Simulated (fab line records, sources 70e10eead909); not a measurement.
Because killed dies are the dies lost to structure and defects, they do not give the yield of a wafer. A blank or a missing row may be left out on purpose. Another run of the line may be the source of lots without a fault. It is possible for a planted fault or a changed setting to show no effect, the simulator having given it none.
fab line records | flow nand-harc | part 1 of 2: steps 1 to 4 of 6
record: lots: 23 wafers: 69 last-day: 33
route steps=1302 shown A_STAIRCASE@869 A_SGD_CUT@901 A_SLIT@923
lots that met no fault: from a run of the same line without faults
start-h: hours from the record's opening day to when the first of the lot's shown wafers began | wait-h: hours from the lot's prior step to this one | " same as the row above | L1.1+2: a single row standing in for several wafers | - no value, or no start given | * or withheld: withheld | < > ~ a bound
route shown NAME@n: NAME is a module with steps in the file, n the number in the route of the first one | usual: mean/standard deviation taken from wafers without a fault | same: alike in all rows | chamber/n: place in a boat | sites: readings site by site | _std_site: standard deviation across them | _edge_site: outer sites' mean less inner sites' | radius-mm: how far each site lies from the wafer's centre | mask NAME#n: copy n | behind: the most recent tool/chamber to have shaped the wafer | hold: cause of the lot's hold/its duration in hours/its outcome | device: the n, p or np transistor that did not switch | end of line: tests run on the same wafers once the route is complete | a step with no rows: only its recipe | killed: the dies lost at the first sort to structure and to defects; this is not the yield of the wafer | map: a wafer's dies, x killed, . not, _ none there
set.NAME: the setting the step ran with; set.NAME@STEP: the setting that earlier step ran with | model.NAME: the simulator's own value behind a step, which no gauge read
one table for each step of the route and one row for each wafer, over a sample of lots
services: when a tool's chamber went out of use (start-h, in hours from the record's first day, below 0 if earlier), for how many hours, and the reason
== steps ==
step: NHARC_A_STAIRCASE_DESCUM_443
recipe: time-s: 3 o2-flow-sccm: 200 ar-flow-sccm: 0 bias-power-w: 0 chemistry: O2
usual: drypump-motor-current-A: 5.7/0.46 oes-product-au: 1.000/0.011 rf-vpp-V: 57.8/0.8 showerhead-plenum-p-Torr: 1.91/0.064 throttle-valve-pct: 11.310/0.009
columns lot.wafer tool chamber start-h wait-h drypump-motor-current-A oes-product-au rf-hours-counter-h rf-vpp-V showerhead-plenum-p-Torr throttle-valve-pct
L074.4 rie-diel-03 3 428.14 - 5.6 1.012 44 56.2 2.06 11.305
L074.3 " 0 " " 5.3 1.024 31 57.6 1.86 11.305
L074.6 " 1 " " 6.1 1.013 - 55.6 1.89 11.290
L075.1 rie-diel-09 2 428.30 - 5.5 0.982 38 57.6 1.96 11.309
L075.2 " 3 " " 6.6 1.011 38 57.4 1.91 11.309
L075.4 " 0 " " 5.7 0.974 32 58.0 1.88 11.309
L076.2 rie-diel-03 0 445.62 - 5.3 1.017 40 57.5 1.86 11.320
L076.5 " 1 " " 6.1 0.997 - 57.3 1.88 11.313
L076.4 " 3 " " 5.6 0.993 - 57.3 2.06 11.307
L078.1 rie-diel-08 2 461.15 - 5.7 0.987 28 58.1 1.81 11.321
L078.4 " 0 " " 5.6 0.992 23 56.6 1.94 11.302
L078.6 " 3 " " 5.0 0.998 - 58.5 1.94 11.302
L077.1 rie-diel-09 1 461.48 - 5.7 0.997 41 58.4 1.89 11.296
L077.6 " 2 " " 5.5 0.988 - 56.6 1.95 11.319
L077.5 " 3 " " 6.6 0.987 - 58.1 1.91 11.308
L080.3 rie-diel-08 2 475.90 - 5.7 0.993 33 57.2 1.81 11.314
L080.5 " 0 " " 5.6 0.992 - 58.9 1.94 11.303
L080.6 " 1 " " 5.6 1.006 - 59.4 2.03 11.299
L079.2 rie-diel-03 1 476.14 - 6.1 1.001 3 59.2 1.88 11.313
L079.4 " 2 " " 4.8 0.999 3 57.8 1.87 11.309
L079.6 " 3 " " 5.6 1.013 - 57.4 2.06 11.319
L083.4 rie-diel-08 1 513.39 - 5.6 0.999 42 57.9 2.03 11.297
L083.2 " 2 " " 5.7 0.993 45 57.2 1.81 11.311
L083.6 " 1 " " 5.6 0.993 - 58.3 2.03 11.311
L082.2 rie-diel-03 3 513.56 - 5.6 1.028 15 58.5 2.05 11.315
L082.5 " 2 " " 4.8 1.005 - 57.9 1.86 11.309
L082.4 " 1 " " 6.1 0.999 - 58.4 1.88 11.321
L085.3 rie-diel-09 1 526.86 - 5.7 0.980 5 57.8 1.88 11.308
L085.4 " 3 " " 6.6 1.013 6 57.8 1.90 11.302
L085.6 " 1 " " 5.7 0.988 - 57.4 1.88 11.313
L084.1 rie-diel-09 1 530.59 - 5.7 0.997 9 58.5 1.88 11.319
L084.2 " 2 " " 5.5 0.997 9 58.5 1.95 11.312
L084.4 " 3 " " 6.6 1.002 8 57.3 1.90 11.321
L086.1 rie-diel-03 2 545.58 - 4.8 0.996 30 57.0 1.86 11.304
L086.2 " 1 " " 6.1 0.995 31 58.0 1.87 11.319
L086.6 " 2 " " 4.8 1.007 - 57.5 1.86 11.303
L087.2 rie-diel-09 1 545.74 - 5.7 0.990 16 58.1 1.88 11.296
L087.3 " 0 " " 5.7 0.994 12 58.6 1.87 11.303
L087.6 " 2 " " 5.5 1.006 - 58.7 1.94 11.313
L088.2 rie-diel-08 2 566.41 - 5.7 0.992 3 58.4 1.80 11.289
L088.4 " 0 " " 5.6 1.001 3 59.4 1.93 11.323
L088.5 " 1 " " 5.6 0.988 - 58.0 2.02 11.318
L089.4 rie-diel-09 2 566.59 - 5.5 1.000 23 57.3 1.94 11.318
L089.3 " 3 " " 6.6 1.013 23 58.0 1.90 11.317
L089.5 " 0 " " 5.8 1.001 - 58.6 1.87 11.311
L091.4 rie-diel-03 1 596.34 - 6.1 0.994 45 57.2 1.87 11.319
L091.2 " 3 " " 5.7 1.019 42 58.5 2.04 11.314
L091.6 " 0 " " 5.3 1.024 - 57.1 1.84 11.311
L090.1 rie-diel-09 2 596.49 - 5.5 0.995 31 57.6 1.94 11.319
L090.5 " 2 " " 5.5 0.996 - 57.2 1.94 11.316
L090.6 " 3 " " 6.6 0.994 - 60.1 1.90 11.321
L092.2 rie-diel-03 1 608.69 - 6.1 0.988 51 57.7 1.86 11.296
L092.3 " 2 " " 4.8 1.001 51 57.2 1.85 11.323
L092.5 " 1 " " 6.1 0.991 - 57.9 1.86 11.300
L093.2 rie-diel-09 2 608.85 - 5.5 1.002 36 57.8 1.94 11.312
L093.1 " 3 " " 6.6 0.995 36 57.0 1.89 11.334
L093.4 " 0 " " 5.7 0.987 31 56.6 1.86 11.324
L094.2 rie-diel-03 3 619.41 - 5.7 1.007 54 57.1 2.04 11.304
L094.6 " 0 " " 5.3 1.016 - 59.0 1.84 11.333
L094.5 " 1 " " 6.1 0.998 - 58.4 1.86 11.309
L095.3 rie-diel-09 1 638.55 - 5.7 0.988 41 57.3 1.87 11.313
L095.6 " 0 " " 5.7 0.997 - 57.4 1.86 11.320
L095.5 " 1 " " 5.7 0.992 - 59.1 1.87 11.303
L096.4 rie-diel-09 2 650.48 - 5.5 0.997 41 59.0 1.94 11.301
L096.6 " 3 " " 6.6 1.002 - 58.3 1.89 11.306
L096.5 " 0 " " 5.8 0.989 - 57.9 1.86 11.298
L097.3 rie-diel-09 0 650.53 - 5.7 0.986 44 58.8 1.86 11.305
L097.6 " 2 " " 5.5 0.990 - 58.4 1.94 11.318
L097.5 " 3 " " 6.6 0.994 - 58.2 1.89 11.317
step: NHARC_A_SGD_CUT_CD_MEAS_09
recipe: target-cd-nm: 100 landing-energy-ev: 500
usual: cd-nm: 100.2/0.54
columns lot.wafer tool chamber start-h wait-h cd-nm
L074.3 cd-sem-03 0 435.95 - 99.2
L074.4 " 0 " " 99.3
L074.6 " 0 " " 99.8
L075.1 cd-sem-02 0 436.39 - 99.4
L075.2 " 0 " " 99.8
L075.4 " 0 " " 99.1
L076.2 cd-sem-01 0 454.56 - 100.2
L076.4 " 0 " " 100.7
L076.5 " 0 " " 100.2
L078.1 cd-sem-03 0 469.13 - 99.8
L078.4 " 0 " " 99.2
L078.6 " 0 " " 99.5
L077.1 cd-sem-01 0 469.40 - 101.2
L077.5 " 0 " " 100.8
L077.6 " 0 " " 100.3
L080.3 cd-sem-03 0 483.79 - 100.3
L080.5 " 0 " " 99.8
L080.6 " 0 " " 99.8
L079.2 cd-sem-03 0 483.99 - 100.3
L079.4 " 0 " " 100.6
L079.6 " 0 " " 100.9
L083.2 cd-sem-03 0 521.34 - 100.7
L083.4 " 0 " " 100.3
L083.6 " 0 " " 99.7
L082.2 cd-sem-02 0 522.45 - 98.9
L082.4 " 0 " " 101.0
L082.5 " 0 " " 100.2
L085.3 cd-sem-03 0 534.65 - 100.4
L085.4 " 0 " " 100.7
L085.6 " 0 " " 99.6
L084.1 cd-sem-03 0 538.68 - 99.9
L084.2 " 0 " " 100.8
L084.4 " 0 " " 100.0
L086.1 cd-sem-03 0 553.57 - 100.2
L086.2 " 0 " " 99.8
L086.6 " 0 " " 100.3
L087.2 cd-sem-03 0 553.75 - 99.8
L087.3 " 0 " " 100.7
L087.6 " 0 " " 100.8
L088.2 cd-sem-02 0 574.54 - 100.0
L088.4 " 0 " " 100.3
L088.5 " 0 " " 99.9
L089.3 cd-sem-01 0 574.74 - 100.3
L089.4 " 0 " " 100.4
L089.5 " 0 " " 99.8
L091.2 cd-sem-03 0 604.22 - 100.2
L091.4 " 0 " " 99.3
L091.6 " 0 " " 98.8
L090.1 cd-sem-02 0 604.39 - 100.1
L090.5 " 0 " " 99.9
L090.6 " 0 " " 99.7
L092.2 cd-sem-01 0 616.54 - 100.6
L092.3 " 0 " " 99.5
L092.5 " 0 " " 100.6
L093.1 cd-sem-01 0 616.97 - 100.9
L093.2 " 0 " " 99.8
L093.4 " 0 " " 100.9
L094.2 cd-sem-03 0 627.39 - 100.4
L094.5 " 0 " " 99.7
L094.6 " 0 " " 100.2
L095.3 cd-sem-01 0 647.36 - 100.2
L095.5 " 0 " " 100.2
L095.6 " 0 " " 100.4
L096.4 cd-sem-02 0 658.61 - 101.0
L096.5 " 0 " " 100.2
L096.6 " 0 " " 100.8
L097.3 cd-sem-03 0 661.26 - 100.3
L097.5 " 0 " " 100.9
L097.6 " 0 " " 100.8
step: NHARC_A_SGD_CUT_DESCUM_14
recipe: time-s: 3 o2-flow-sccm: 200 ar-flow-sccm: 0 bias-power-w: 0 chemistry: O2
usual: drypump-motor-current-A: 5.6/0.49 oes-product-au: 1.001/0.01 rf-vpp-V: 57.6/0.96 showerhead-plenum-p-Torr: 1.85/0.067 throttle-valve-pct: 11.311/0.0086
columns lot.wafer tool chamber start-h wait-h drypump-motor-current-A oes-product-au rf-hours-counter-h rf-vpp-V showerhead-plenum-p-Torr throttle-valve-pct
L074.4 rie-diel-13 1 436.13 0.1 4.7 0.987 7 57.6 1.98 11.308
L074.3 " 2 " " 5.6 0.994 6 59.4 1.82 11.316
L074.6 " 1 " " 4.7 0.997 - 59.0 1.98 11.321
L075.1 rie-diel-13 2 436.57 0.1 5.6 0.992 7 56.1 1.82 11.320
L075.4 " 0 " " 5.7 1.011 8 58.8 1.90 11.315
L075.2 " 1 " " 4.7 0.980 7 57.2 1.98 11.306
L076.2 rie-diel-07 0 454.74 0.1 5.3 1.013 10 57.4 1.80 11.304
L076.4 " 3 " " 4.9 1.001 11 56.8 1.80 11.325
L076.5 " 0 " " 5.3 1.005 - 55.8 1.80 11.303
L078.4 rie-diel-11 2 469.32 0.1 5.8 0.986 0 56.8 1.80 11.312
L078.1 " 0 " " 6.5 0.990 1 57.6 2.01 11.310
L078.6 " 2 " " 5.8 0.985 - 59.2 1.80 11.316
L077.1 rie-diel-07 1 469.62 0.1 6.4 0.997 12 57.3 1.82 11.323
L077.5 " 2 " " 5.7 1.007 - 56.4 1.89 11.318
L077.6 " 3 " " 5.0 0.990 - 56.4 1.80 11.320
L080.3 rie-diel-13 3 483.98 0.1 5.9 0.975 11 56.4 1.81 11.306
L080.6 " 2 " " 5.6 0.994 - 57.9 1.82 11.324
L080.5 " 3 " " 5.9 0.983 - 59.4 1.81 11.305
L079.2 rie-diel-07 3 484.19 0.1 5.0 1.001 0 57.1 1.80 11.300
L079.4 " 0 " " 5.3 1.015 0 57.7 1.80 11.319
L079.6 " 1 " " 6.4 1.011 - 56.7 1.82 11.316
L083.4 rie-diel-07 0 521.52 0.1 5.3 1.019 3 56.8 1.80 11.317
L083.2 " 1 " " 6.4 0.994 2 58.3 1.82 11.307
L083.6 " 0 " " 5.3 1.012 - 57.9 1.80 11.310
L082.2 rie-diel-11 2 522.65 0.1 5.9 0.992 3 57.5 1.80 11.301
L082.4 " 3 " " 5.3 1.000 4 58.1 1.85 11.316
L082.5 " 0 " " 6.4 0.988 - 58.8 2.01 11.306
L085.4 rie-diel-11 0 534.85 0.1 6.4 0.978 5 57.8 2.01 11.295
L085.3 " 1 " " 5.1 0.994 5 57.8 1.83 11.308
L085.6 " 2 " " 5.8 0.990 - 56.0 1.80 11.290
L084.2 rie-diel-13 1 538.87 0.1 4.7 0.998 1 57.4 1.98 11.318
L084.4 " 2 " " 5.6 1.006 1 57.0 1.82 11.329
L084.1 " 3 " " 5.9 0.989 1 56.2 1.81 11.305
L086.2 rie-diel-13 1 553.76 0.1 4.8 1.003 2 59.2 1.98 11.320
L086.1 " 3 " " 5.9 1.004 2 57.7 1.81 11.325
L086.6 " 2 " " 5.6 0.999 - 58.4 1.81 11.319
L087.2 rie-diel-07 2 553.93 0.1 5.7 0.996 3 56.6 1.89 11.311
L087.3 " 1 " " 6.4 1.001 4 56.9 1.82 11.314
L087.6 " 3 " " 5.0 0.990 - 57.6 1.80 11.303
L088.4 rie-diel-07 1 574.73 0.1 6.3 1.013 4 57.0 1.82 11.307
L088.2 " 0 " " 5.3 1.025 6 57.7 1.80 11.304
L088.5 " 1 " " 6.3 1.012 - 56.7 1.82 11.316
L089.4 rie-diel-11 0 574.93 0.1 6.4 0.986 8 58.5 2.01 11.301
L089.3 " 1 " " 5.1 1.013 8 58.6 1.83 11.323
L089.5 " 3 " " 5.3 1.008 - 56.3 1.85 11.313
L091.4 rie-diel-13 1 604.40 0.1 4.8 1.003 6 58.0 1.98 11.317
L091.2 " 2 " " 5.6 1.011 5 59.6 1.81 11.315
L091.6 " 1 " " 4.8 1.011 - 58.2 1.98 11.318
L090.1 rie-diel-11 3 604.58 0.1 5.3 1.006 8 58.5 1.85 11.306
L090.6 " 2 " " 5.9 0.992 - 56.7 1.80 11.309
L090.5 " 3 " " 5.3 1.002 - 57.9 1.85 11.309
L092.2 rie-diel-07 1 616.72 0.1 6.4 1.022 7 57.7 1.82 11.309
L092.3 " 2 " " 5.7 0.996 7 56.9 1.89 11.318
L092.5 " 1 " " 6.3 1.011 - 56.8 1.82 11.314
L093.1 rie-diel-13 3 617.16 0.1 5.9 0.994 7 56.6 1.80 11.319
L093.2 " 0 " " 5.6 1.006 8 58.9 1.90 11.311
L093.4 " 2 " " 5.6 1.013 7 56.6 1.81 11.302
L094.2 rie-diel-07 1 627.57 0.1 6.4 1.022 7 56.8 1.82 11.312
L094.6 " 1 " " 6.3 1.015 - 58.0 1.82 11.303
L094.5 " 2 " " 5.7 1.002 - 57.4 1.89 11.312
L095.3 rie-diel-13 2 647.55 0.1 5.6 1.014 9 57.1 1.81 11.290
L095.5 " 1 " " 4.7 1.003 - 57.2 1.98 11.302
L095.6 " 2 " " 5.6 1.014 - 56.9 1.81 11.313
L096.6 rie-diel-07 1 658.82 0.1 6.3 0.991 - 57.1 1.82 11.303
L096.4 " 3 " " 5.0 0.989 - 56.8 1.79 11.325
L096.5 " 0 " " 5.4 1.003 - 57.7 1.80 11.319
L097.3 rie-diel-13 1 661.46 0.1 4.8 1.008 13 58.8 1.98 11.298
L097.6 " 3 " " 5.9 1.006 - 56.3 1.80 11.320
L097.5 " 0 " " 5.7 1.020 - 58.7 1.90 11.311
step: NHARC_A_SGD_CUT_ETCH_58
recipe: target-depth-a: 390 over-etch-frac: 0.3 time-s: 65 ion-energy-ev: 80 cf4-flow-sccm: 150 ar-flow-sccm: 0 rf-w: 300 bias-w: 100 chemistry: CF4
usual: cf4-flow-sccm: 150.1/0.53 drypump-motor-current-A: 5.6/0.51 oes-product-au: 1.001/0.0093 rf-vpp-V: 150.8/1.1 showerhead-plenum-p-Torr: 1.72/0.062 throttle-valve-pct: 13.284/0.0082
columns lot.wafer tool chamber start-h wait-h cf4-flow-sccm drypump-motor-current-A oes-product-au rf-hours-counter-h rf-vpp-V showerhead-plenum-p-Torr throttle-valve-pct
L074.3 rie-diel-13 3 436.22 0.1 150.6 5.9 0.990 7 148.8 1.68 13.270
L074.4 " 0 " " 150.3 5.7 1.012 7 151.4 1.76 13.273
L074.6 " 2 " " 149.6 5.7 0.982 - 149.1 1.69 13.272
L075.4 rie-diel-13 1 436.66 0.1 149.7 4.7 1.004 7 152.7 1.83 13.283
L075.1 " 2 " " 150.6 5.6 1.001 7 151.7 1.69 13.290
L075.2 " 3 " " 149.5 5.9 0.990 7 149.6 1.68 13.276
L076.4 rie-diel-07 3 454.83 0.1 150.3 5.0 1.002 11 149.4 1.67 13.289
L076.2 " 0 " " 151.0 5.3 0.996 10 149.5 1.67 13.297
L076.5 " 0 " " 150.4 5.3 1.010 - 149.3 1.67 13.289
L078.4 rie-diel-11 3 469.40 0.1 149.7 5.4 0.997 1 150.6 1.71 13.281
L078.1 " 1 " " 149.4 5.1 0.992 2 149.3 1.70 13.282
L078.6 " 0 " " 150.0 6.4 1.002 - 153.6 1.85 13.295
L077.1 rie-diel-07 3 469.68 0.1 150.1 5.0 1.018 11 150.9 1.67 13.276
L077.6 " 3 " " 150.2 5.0 0.998 - 150.5 1.67 13.296
L077.5 " 0 " " 149.5 5.3 1.014 - 150.7 1.67 13.288
L080.3 rie-diel-13 0 484.07 0.1 149.0 5.6 1.005 13 150.1 1.76 13.276
L080.6 " 1 " " 150.5 4.8 1.003 - 152.2 1.83 13.281
L080.5 " 2 " " 149.9 5.6 1.001 - 149.7 1.69 13.291
L079.4 rie-diel-07 1 484.26 0.1 150.0 6.4 1.011 0 150.6 1.69 13.288
L079.2 " 3 " " 150.7 4.9 0.991 0 151.1 1.67 13.284
L079.6 " 1 " " 149.9 6.4 1.000 - 149.6 1.69 13.279
L083.2 rie-diel-07 3 521.62 0.1 149.8 5.0 0.993 2 150.6 1.67 13.283
L083.4 " 0 " " 150.3 5.3 1.019 3 149.9 1.67 13.270
L083.6 " 2 " " 148.7 5.7 1.010 - 152.3 1.75 13.290
L082.2 rie-diel-11 1 522.73 0.1 150.6 5.1 0.995 5 149.9 1.70 13.283
L082.4 " 3 " " 149.7 5.3 1.015 4 149.2 1.71 13.274
L082.5 " 1 " " 150.7 5.1 0.992 - 151.0 1.70 13.295
L085.4 rie-diel-11 0 534.92 0.1 148.9 6.5 0.984 5 151.9 1.85 13.282
L085.3 " 2 " " 150.7 5.9 0.990 4 150.4 1.67 13.283
L085.6 " 0 " " 149.9 6.5 0.978 - 152.4 1.85 13.271
L084.1 rie-diel-13 3 538.95 0.1 150.8 5.9 1.000 1 151.7 1.68 13.282
L084.4 " 0 " " 150.5 5.6 1.002 1 151.2 1.76 13.276
L084.2 " 2 " " 149.3 5.6 0.997 1 150.4 1.68 13.285
L086.2 rie-diel-13 2 553.84 0.1 150.2 5.6 1.006 2 149.4 1.68 13.278
L086.1 " 3 " " 149.9 5.9 1.001 2 149.0 1.68 13.283
L086.6 " 3 " " 149.8 5.9 0.996 - 149.4 1.68 13.277
L087.3 rie-diel-07 3 554.03 0.1 150.2 5.0 1.001 5 150.9 1.67 13.288
L087.2 " 0 " " 149.8 5.3 1.018 5 149.8 1.67 13.285
L087.6 " 1 " " 149.6 6.3 1.018 - 151.4 1.69 13.289
L088.2 rie-diel-07 0 574.81 0.1 149.8 5.3 1.009 6 149.4 1.67 13.277
L088.4 " 2 " " 149.3 5.6 0.989 4 150.5 1.75 13.277
L088.5 " 1 " " 149.7 6.4 1.004 - 149.7 1.69 13.285
L089.3 rie-diel-11 3 575.00 0.1 149.6 5.3 1.000 7 150.8 1.71 13.299
L089.4 " 1 " " 149.8 5.1 1.009 8 149.0 1.70 13.283
L089.5 " 3 " " 149.2 5.3 1.016 - 151.4 1.71 13.294
L091.2 rie-diel-13 1 604.50 0.1 150.5 4.7 1.011 6 151.1 1.82 13.275
L091.4 " 2 " " 150.1 5.6 1.000 5 150.1 1.68 13.283
L091.6 " 0 " " 149.5 5.6 1.007 - 151.1 1.75 13.271
L090.1 rie-diel-11 3 604.68 0.1 150.7 5.3 1.005 8 150.5 1.71 13.296
L090.6 " 0 " " 151.1 6.4 0.981 - 152.8 1.85 13.279
L090.5 " 1 " " 150.1 5.1 0.997 - 151.4 1.70 13.286
L092.3 rie-diel-07 0 616.81 0.1 149.7 5.3 1.013 8 150.0 1.67 13.291
L092.2 " 1 " " 150.2 6.4 1.013 7 151.3 1.69 13.276
L092.5 " 3 " " 150.8 5.0 1.000 - 151.1 1.67 13.268
L093.2 rie-diel-13 2 617.25 0.1 150.7 5.6 1.005 7 150.9 1.68 13.280
L093.4 " 3 " " 151.0 5.9 0.983 7 151.7 1.67 13.283
L093.1 " 0 " " 150.0 5.7 1.000 8 150.7 1.75 13.288
L094.2 rie-diel-07 3 627.65 0.1 149.2 5.0 1.011 9 150.2 1.67 13.282
L094.5 " 3 " " 149.4 5.0 0.999 - 150.5 1.67 13.291
L094.6 " 0 " " 150.3 5.3 1.016 - 151.6 1.67 13.292
L095.3 rie-diel-13 3 647.64 0.1 150.9 5.9 0.996 10 150.1 1.67 13.274
L095.6 " 0 " " 150.3 5.6 1.012 - 152.4 1.75 13.282
L095.5 " 1 " " 149.9 4.7 1.011 - 151.7 1.82 13.279
L096.4 rie-diel-07 3 658.92 0.1 150.2 5.0 0.999 - 150.0 1.67 13.291
L096.5 " 0 " " 150.1 5.3 1.010 - 149.1 1.67 13.281
L096.6 " 1 " " 151.2 6.3 1.009 - 148.8 1.69 13.276
L097.3 rie-diel-13 0 661.55 0.1 150.2 5.5 1.006 13 151.6 1.75 13.304
L097.5 " 1 " " 150.7 4.7 1.005 - 151.4 1.82 13.267
L097.6 " 2 " " 150.1 5.5 1.004 - 151.0 1.68 13.286
